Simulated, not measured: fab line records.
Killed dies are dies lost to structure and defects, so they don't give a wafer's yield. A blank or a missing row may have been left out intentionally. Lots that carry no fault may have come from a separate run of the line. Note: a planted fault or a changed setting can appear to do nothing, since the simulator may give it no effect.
Lot-split experiment    flow n5_finfet    7 lots, 39 wafers read, on a route of 1938 steps

== THE SPLIT ==
At N5_BEOL_M2_TRENCH_ETCH_37 (etches SiOC in C4F6/O2, target depth 55.555 nm, time 29.2 s), the setting time_s was moved away from the recipe's 29.2 s on 18 of the 39 wafers read, by -49.8% to +39.8%. All remaining wafers had this setting at the recipe value.

== FROM THE SPLIT TO THE READING: what the file shows between them, 8 steps ==
- N5_BEOL_M2_ETCH_41: etches SiCN in CH3F/O2, target depth 29.9 nm, time 52.5 s
- N5_BEOL_M2_STRIP_97: strips in N2/H2, time 10 s
- N5_BEOL_M2_OCD_MEAS_38
- N5_BEOL_M2_HM_STRIP_39: strips TiN in peroxide tin strip, target depth 25 nm, time 158 s
- N5_BEOL_M2_SRD_40: time 30 s
- N5_BEOL_M2_ECD_50: material Cu, target thk 300 nm
- N5_BEOL_M2_ANNEAL_51: time 90 s
- N5_BEOL_M2_CMP_52: polishes, stops on SiOC, t overpolish 6.8 s, target thk 40 nm

== THE READING ==
M2_THK, in nm, at N5_BEOL_M2_THK_MEAS_53 (measures by xrf). Fault-free wafers of this fab line usually give 39.9 nm, standard deviation 1.4 nm.

wafer   tool, chamber at the split  time_s as run, s  against the recipe  M2_THK, nm  against lot-mates on the recipe
L078.2  rie_diel-02, 2              29.2              recipe              42.5        -
L078.3  rie_diel-02, 3              29.2              recipe              40.6        -
L078.4  rie_diel-02, 0              29.2              recipe              40.6        -
L079.1  rie_diel-01, 2              18.99             -35.0%              19.4        -21.1
L079.2  rie_diel-01, 3              18.99             -35.0%              23.9        -16.6
L079.3  rie_diel-01, 1              29.2              recipe              40.3        -
L079.4  rie_diel-01, 0              29.2              recipe              41.4        -
L079.5  rie_diel-01, 0              29.2              recipe              39.8        -
L079.6  rie_diel-01, 3              18.99             -35.0%              22.2        -18.3
L084.1  rie_diel-01, 2              29.2              recipe              39.7        -
L084.2  rie_diel-01, 3              29.2              recipe              40.9        -
L084.3  rie_diel-01, 1              14.65             -49.8%              9.8         -29.9
L084.4  rie_diel-01, 0              29.2              recipe              38.5        -
L084.5  rie_diel-01, 1              14.65             -49.8%              10.3        -29.4
L084.6  rie_diel-01, 2              14.65             -49.8%              12.6        -27.1
L092.1  rie_diel-05, 1              29.2              recipe              39.0        -
L092.2  rie_diel-05, 0              21.25             -27.2%              26.6        -13.2
L092.3  rie_diel-05, 2              21.25             -27.2%              22.9        -16.9
L092.4  rie_diel-05, 3              29.2              recipe              39.4        -
L092.5  rie_diel-05, 3              21.25             -27.2%              25.6        -14.2
L092.6  rie_diel-05, 0              29.2              recipe              41.1        -
L093.1  rie_diel-05, 0              29.2              recipe              40.7        -
L093.2  rie_diel-05, 1              29.2              recipe              39.3        -
L093.3  rie_diel-05, 2              37.34             +27.9%              54.5        +14.7
L093.4  rie_diel-05, 3              37.34             +27.9%              55.1        +15.3
L093.5  rie_diel-05, 3              37.34             +27.9%              52.7        +12.9
L093.6  rie_diel-05, 0              29.2              recipe              39.5        -
L094.1  rie_diel-02, 3              29.2              recipe              40.4        -
L094.2  rie_diel-02, 0,1            35.75             +22.4%              53.0        +13.3
L094.3  rie_diel-02, 0,1            35.75             +22.4%              52.8        +13.1
L094.4  rie_diel-02, 2              29.2              recipe              39.0        -
L094.5  rie_diel-02, 0              29.2              recipe              39.8        -
L094.6  rie_diel-02, 1              35.75             +22.4%              53.1        +13.4
L095.1  rie_diel-05, 1              40.82             +39.8%              64.4        +23.7
L095.2  rie_diel-05, 3              40.82             +39.8%              62.6        +21.9
L095.3  rie_diel-05, 0              29.2              recipe              40.7        -
L095.4  rie_diel-05, 2              40.82             +39.8%              62.5        +21.8
L095.5  rie_diel-05, 0              29.2              recipe              42.3        -
L095.6  rie_diel-05, 1              29.2              recipe              39.1        -
Where a row lists several chambers, the file gives one row for several wafers and doesn't say which wafer went through which chamber.

THE FIT
A straight line over all 39 wafers: M2_THK changes by +0.561 nm for each +1% of time_s; r = +0.99; the points scatter about the line by 1.4 nm.
The same after taking each lot's own level away (the mean of its wafers on the recipe; 39 wafers): +0.558 nm for each +1%; r = +1.00; scatter 1.2 nm.
That fit puts the effect of the largest move of time_s on the reading at 28 nm.
The lots' own levels span 39.70 to 41.23 nm, that is 1.1 times the standard deviation above.
So the lot-to-lot level changes the slope little: the two slopes agree.
Check: for one of the wafers moved furthest among these (-49.8%), held out of the fit, the line's prediction against its lot-mates is -27.5 nm. Against them it came out at -29.9 nm.

== THE WHOLE CHAIN: every reading that the file lists as answering this split, in the file's order ==
step                       what it does                                                   reading                                                                           change (the file's fit)                 r (the file's)
N5_BEOL_M2_TRENCH_ETCH_37  etches SiOC in C4F6/O2, target depth 55.555 nm, time 29.2 s    BEOL_M2.feature_depth_nm (the simulator's own value, which no gauge read)         +0.551 nm for each +1% of the setting   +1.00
N5_BEOL_M2_TRENCH_ETCH_37  etches SiOC in C4F6/O2, target depth 55.555 nm, time 29.2 s    etch.depth_nm (the simulator's own value, which no gauge read)                    +0.551 nm for each +1% of the setting   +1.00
N5_BEOL_M2_TRENCH_ETCH_37  etches SiOC in C4F6/O2, target depth 55.555 nm, time 29.2 s    TiN_of_BEOL_M2_HM_DEP_02.thk_nm (the simulator's own value, which no gauge read)  -0.0207 nm for each +1% of the setting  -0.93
N5_BEOL_M2_OCD_MEAS_38                                                                    trench_depth_nm                                                                   +0.549 nm for each +1% of the setting   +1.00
N5_BEOL_M2_CMP_52          polishes, stops on SiOC, t overpolish 6.8 s, target thk 40 nm  Cu_of_BEOL_M2_ECD_50.thk_nm (the simulator's own value, which no gauge read)      +0.563 nm for each +1% of the setting   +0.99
N5_BEOL_M2_THK_MEAS_53     measures by xrf                                                M2_THK                                                                            +0.558 for each +1% of the setting      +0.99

== FILE'S OWN FIT ==
M2_THK changes by +0.558 nm for each +1% of time_s, r = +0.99.
